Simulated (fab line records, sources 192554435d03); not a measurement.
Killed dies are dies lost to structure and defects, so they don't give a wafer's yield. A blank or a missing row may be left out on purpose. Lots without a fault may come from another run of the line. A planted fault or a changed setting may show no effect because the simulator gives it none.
Chamber matching | flow n5_finfet | N5_SDB_DESCUM_16 on rie_diel-01: 4 sister chambers
The step chemistry O2, time 7.9 s. 8 wafers are shown with their chamber, then 10 later ones without.

WAFERS WITH THEIR CHAMBER
wafer  | chamber | showerhead_plenum_p_Torr (Torr) | drypump_motor_current_A (A)
L079.1 | 3       | 2.17                            | 5.1
L081.3 | 0       | 2.04                            | 5.6
L081.4 | 2       | 2.06                            | 6.1
L085.1 | 0       | 2.03                            | 5.5
L085.2 | 2       | 2.06                            | 6.0
L085.5 | 1       | 2.01                            | 5.9
L084.3 | 1       | 2.01                            | 5.9
L084.4 | 3       | 2.16                            | 5.1

WAFERS WITHOUT THEIR CHAMBER
wafer  | showerhead_plenum_p_Torr (Torr) | drypump_motor_current_A (A)
L084.5 | 2.16                            | 5.1
L086.1 | 2.03                            | 5.5
L086.3 | 2.01                            | 5.9
L086.4 | 2.16                            | 5.1
L092.1 | 2.05                            | 6.1
L092.3 | 2.01                            | 5.9
L092.4 | 2.15                            | 5.1
L094.3 | 2.00                            | 5.9
L094.4 | 2.15                            | 5.1
L094.6 | 2.05                            | 6.0

WHICH CHAMBER EACH WENT THROUGH
wafer  | from the rows above | in truth
L084.5 | 3                   | 3
L086.1 | 0                   | 0
L086.3 | 1                   | 1
L086.4 | 3                   | 3
L092.1 | 2                   | 2
L092.3 | 1                   | 1
L092.4 | 3                   | 3
L094.3 | 1                   | 1
L094.4 | 3                   | 3
L094.6 | 2                   | 2
Placed correctly: 10 of 10. Can't be placed from these rows: 0. Placed wrongly: 0.
How it was worked out, from the rows above alone: a wafer's distance from a chamber is the root of the sum, over the readings, of the square of ((its reading less the chamber's mean) divided by the reading's scatter). The wafer belongs to the nearest chamber; if the next one is less than 2 further off, it can't be placed. A chamber's mean is the mean of its shown wafers. The scatter: the root of (the sum of the squares of (reading less its chamber's mean) over the shown wafers, divided by (wafers less chambers)).
